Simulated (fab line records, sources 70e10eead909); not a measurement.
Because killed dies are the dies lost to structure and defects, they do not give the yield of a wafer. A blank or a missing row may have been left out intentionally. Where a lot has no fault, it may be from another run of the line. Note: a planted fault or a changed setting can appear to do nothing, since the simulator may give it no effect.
Chamber matching :: flow nand-harc :: rie-diel-01 running NHARC_A_M0_STRIP_18: 4 sister chambers
The step strips in N2/H2. 8 wafers are shown with their chamber, then 8 later ones without.

## WAFERS, EACH WITH ITS CHAMBER
wafer: L220.6
chamber: 1
showerhead-plenum-p-Torr (Torr): 2.07
drypump-motor-current-A (A): 5.7

wafer: L224.1
chamber: 2
showerhead-plenum-p-Torr (Torr): 2.07
drypump-motor-current-A (A): 5.1

wafer: L224.2
chamber: 3
showerhead-plenum-p-Torr (Torr): 1.92
drypump-motor-current-A (A): 5.5

wafer: L224.6
chamber: 0
showerhead-plenum-p-Torr (Torr): 2.05
drypump-motor-current-A (A): 6.3

wafer: L226.2
chamber: 0
showerhead-plenum-p-Torr (Torr): 2.05
drypump-motor-current-A (A): 6.4

wafer: L226.3
chamber: 3
showerhead-plenum-p-Torr (Torr): 1.92
drypump-motor-current-A (A): 5.6

wafer: L226.4
chamber: 1
showerhead-plenum-p-Torr (Torr): 2.06
drypump-motor-current-A (A): 5.6

wafer: L233.1
chamber: 2
showerhead-plenum-p-Torr (Torr): 2.07
drypump-motor-current-A (A): 5.1

## WAFERS WITH NO CHAMBER GIVEN
wafer: L233.3
showerhead-plenum-p-Torr (Torr): 1.92
drypump-motor-current-A (A): 5.5

wafer: L233.6
showerhead-plenum-p-Torr (Torr): 2.06
drypump-motor-current-A (A): 5.6

wafer: L236.2
showerhead-plenum-p-Torr (Torr): 1.92
drypump-motor-current-A (A): 5.6

wafer: L236.3
showerhead-plenum-p-Torr (Torr): 2.06
drypump-motor-current-A (A): 5.6

wafer: L236.4
showerhead-plenum-p-Torr (Torr): 2.05
drypump-motor-current-A (A): 6.3

wafer: L235.1
showerhead-plenum-p-Torr (Torr): 1.92
drypump-motor-current-A (A): 5.6

wafer: L235.2
showerhead-plenum-p-Torr (Torr): 2.07
drypump-motor-current-A (A): 5.1

wafer: L235.5
showerhead-plenum-p-Torr (Torr): 2.05
drypump-motor-current-A (A): 6.4

## CHAMBER TAKEN BY EACH
wafer: L233.3
from the rows above: 3
in truth: 3

wafer: L233.6
from the rows above: 1
in truth: 1

wafer: L236.2
from the rows above: 3
in truth: 3

wafer: L236.3
from the rows above: 1
in truth: 1

wafer: L236.4
from the rows above: 0
in truth: 0

wafer: L235.1
from the rows above: 3
in truth: 3

wafer: L235.2
from the rows above: 2
in truth: 2

wafer: L235.5
from the rows above: 0
in truth: 0
Placed correctly: 8 of 8. Not placeable from these rows: 0. Number placed wrongly: 0.
How it was worked out, from the rows above alone: a wafer's distance from a chamber is the root of the sum, over the readings, of the square of ((its reading less the chamber's mean) divided by the reading's scatter). The wafer belongs to the nearest chamber; if the next one is less than 2 further off, it can't be placed. The mean given for a chamber averages the wafers shown for that chamber. The scatter: the root of (the sum of the squares of (reading less its chamber's mean) over the shown wafers, divided by (wafers less chambers)).
